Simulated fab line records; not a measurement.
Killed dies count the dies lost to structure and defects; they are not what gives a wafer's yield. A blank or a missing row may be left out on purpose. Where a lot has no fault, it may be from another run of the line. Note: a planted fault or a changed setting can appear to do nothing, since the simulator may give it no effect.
Which tool was responsible? | flow n5Finfet | 33 wafers from 11 lots sampled at 3 of the route's 1938 steps

WHAT THE GAUGES SHOWED, per wafer
N5_MOL_CONTACT_COAG_OVL_MEAS_85.
lot  | measured     | on         | VG_OVL (nm)
L357 | day 5 09:08  | overlay-01 | -0.5 0.2 0.1
L360 | day 6 08:22  | overlay-01 | -0.1 0.4 0.9
L364 | day 6 23:37  | overlay-02 | -0.7 -0.5 -1.1
L367 | day 7 22:56  | overlay-02 | -0.7 -0.3 -0.3
L370 | day 8 16:17  | overlay-01 | 0.6 1.9 0.6
L371 | day 9 01:35  | overlay-02 | 0.4 -0.1 0.4
L374 | day 9 13:04  | overlay-02 | -0.2 -0.6 -1.0
L375 | day 9 22:37  | overlay-02 | 1.2 0.3 -0.1
L376 | day 10 00:27 | overlay-01 | -0.8 0.2 0.1
L378 | day 10 14:28 | overlay-02 | -0.7 -1.0 0.1
L379 | day 11 02:20 | overlay-02 | 0.1 0.6 0.4

EACH LOT AND THE TOOL THAT RAN IT (in order: tool; ch and the chambers of the sampled wafers; start)
lot  | N5_MOL_CONTACT_COAG_SIL_ANNEAL_21 | N5_MOL_CONTACT_COAG_ALD_27
L357 | rtpAnneal-02 ch 0, day 4 23:49    | aldSin-02 ch 0,2,3, day 5 05:58
L360 | rtpAnneal-02 ch 0, day 6 01:02    | aldSin-02 ch 1,2, day 6 05:35
L364 | rtpAnneal-01 ch 0, day 6 16:20    | aldSin-02 ch 0,2,3, day 6 20:43
L367 | rtpAnneal-02 ch 0, day 7 14:28    | aldSin-01 ch 1,3, day 7 20:02
L370 | rtpAnneal-01 ch 0, day 8 08:17    | aldSin-02 ch 0,1,2, day 8 13:31
L371 | rtpAnneal-02 ch 0, day 8 16:11    | aldSin-03 ch 1,3, day 8 22:49
L374 | rtpAnneal-02 ch 0, day 9 06:24    | aldSin-01 ch 0,1, day 9 10:16
L375 | rtpAnneal-01 ch 0, day 9 13:53    | aldSin-01 ch 0,2,3, day 9 19:37
L376 | rtpAnneal-02 ch 0, day 9 17:15    | aldSin-02 ch 2,3, day 9 21:40
L378 | rtpAnneal-01 ch 0, day 10 06:14   | aldSin-03 ch 0,2,3, day 10 11:34
L379 | rtpAnneal-02 ch 0, day 10 17:18   | aldSin-01 ch 0,1,2, day 10 23:25
- N5_MOL_CONTACT_COAG_SIL_ANNEAL_21: time 60 s.
- N5_MOL_CONTACT_COAG_ALD_27: deposits SiOC, target thk 17 nm, pulse time 1.5 s, time 2720 s.

AS READ BY THE TOOLS THEMSELVES (means over the sampled wafers that have a number; for cases with no such wafer, the mark the record gives instead)
N5_MOL_CONTACT_COAG_SIL_ANNEAL_21.
lot  | tool         | lampPowerPct (%) | wafer_temp_C_max
L357 | rtpAnneal-02 | 5.3              | 551.6
L360 | rtpAnneal-02 | 5.3              | 551.9
L364 | rtpAnneal-01 | 6.5              | 552.6
L367 | rtpAnneal-02 | 5.3              | 551.8
L370 | rtpAnneal-01 | 6.5              | 552.7
L371 | rtpAnneal-02 | 5.3              | 551.7
L374 | rtpAnneal-02 | 5.3              | 552.0
L375 | rtpAnneal-01 | 6.5              | 553.0
L376 | rtpAnneal-02 | 5.3              | 552.1
L378 | rtpAnneal-01 | 6.5              | 553.5
L379 | rtpAnneal-02 | 5.3              | 551.7

N5_MOL_CONTACT_COAG_ALD_27.
lot  | tool      | heaterPowerW (W) | precursorPulseHeightRel
L357 | aldSin-02 | 845              | 0.997
L360 | aldSin-02 | 788              | 1.001
L364 | aldSin-02 | 833              | 1.025
L367 | aldSin-01 | 910              | 0.989
L370 | aldSin-02 | 798              | 0.997
L371 | aldSin-03 | 789              | 1.006
L374 | aldSin-01 | 942              | 0.999
L375 | aldSin-01 | 854              | 0.999
L376 | aldSin-02 | 862              | 1.013
L378 | aldSin-03 | 835              | 0.986
L379 | aldSin-01 | 980              | 1.009

THE ANSWER, worked out from the rows above alone
Rule: the usual values come from the lots themselves. The widest of any qualifying gaps counts: lots, ordered by their means at a reading, are off when they make up no more than a third of the lots, leave a main group of 4 or more, and stand apart from it by 3 or more times the standard deviation of that group's means. If all means in a main group match to the digits the tables above print for the reading, that group is not used. A lot without any number at a reading at which 4 lots or more have one is off too. The other lots that the step has rows for count as sound. First the gauges in route order, then the tools' own readings, where a lot's mean is used as printed above. The first step at which some lot is off is used, and at that step the reading that is off furthest; a lot without a number counts as furthest.
No lot is off on any of the readings shown, so nothing can be concluded from this.

WHAT WAS PUT IN BY THE SIMULATOR
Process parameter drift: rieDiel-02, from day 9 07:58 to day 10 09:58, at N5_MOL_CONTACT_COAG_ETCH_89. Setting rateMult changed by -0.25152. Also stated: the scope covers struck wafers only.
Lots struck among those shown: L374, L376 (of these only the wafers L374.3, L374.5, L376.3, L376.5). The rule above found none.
